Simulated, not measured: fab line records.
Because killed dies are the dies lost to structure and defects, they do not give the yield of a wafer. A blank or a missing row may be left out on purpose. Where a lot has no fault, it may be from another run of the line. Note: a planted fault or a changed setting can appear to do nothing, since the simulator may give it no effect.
Matching of chambers :: flow n5-finfet :: uv-cure-02 running N5_BEOL_M9_CURE_71: 3 sister chambers
The step cures SiCOH lowk, time 240 s. 6 wafers are shown with their chamber, then 6 later ones without.

== WAFERS PAIRED WITH THEIR CHAMBERS ==
wafer: L081.4
chamber: 0
wafer_temp_C_max: 386.5
lamp-power-pct (%): 52.29

wafer: L081.6
chamber: 0
wafer_temp_C_max: 386.4
lamp-power-pct (%): 52.33

wafer: L083.2
chamber: 2
wafer_temp_C_max: 387.8
lamp-power-pct (%): 52.39

wafer: L083.4
chamber: 2
wafer_temp_C_max: 387.2
lamp-power-pct (%): 52.28

wafer: L090.3
chamber: 1
wafer_temp_C_max: 387.6
lamp-power-pct (%): 52.32

wafer: L090.6
chamber: 1
wafer_temp_C_max: 387.7
lamp-power-pct (%): 52.40

== WAFERS WITH NO CHAMBER GIVEN ==
wafer: L094.2
wafer_temp_C_max: 387.5
lamp-power-pct (%): 52.34

wafer: L094.3
wafer_temp_C_max: 386.4
lamp-power-pct (%): 52.28

wafer: L094.4
wafer_temp_C_max: 386.6
lamp-power-pct (%): 52.29

wafer: L096.2
wafer_temp_C_max: 387.7
lamp-power-pct (%): 52.29

wafer: L096.3
wafer_temp_C_max: 387.1
lamp-power-pct (%): 52.34

wafer: L096.6
wafer_temp_C_max: 387.6
lamp-power-pct (%): 52.29

== CHAMBER TAKEN BY EACH ==
wafer: L094.2
from the rows above: can't be placed: 2 or 1
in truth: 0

wafer: L094.3
from the rows above: 0
in truth: 0

wafer: L094.4
from the rows above: 0
in truth: 0

wafer: L096.2
from the rows above: can't be placed: 2 or 1
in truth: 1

wafer: L096.3
from the rows above: can't be placed: 2 or 1 or 0
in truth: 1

wafer: L096.6
from the rows above: can't be placed: 2 or 1
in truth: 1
2 of 6 placed correctly. Not placeable from these rows: 4 (in 3, the candidates include the true chamber). Placed wrongly: 0.
How it was worked out, from the rows above alone: a wafer's distance from a chamber is the root of the sum, over the readings, of the square of ((its reading less the chamber's mean) divided by the reading's scatter). If the next closest chamber is less than 2 further off than the closest, the wafer can't be placed; otherwise it belongs to the closest. The mean given for a chamber averages the wafers shown for that chamber. The scatter: take each reading less its chamber's mean, square it, sum over the shown wafers, divide by the number of wafers less the number of chambers, and take the root.
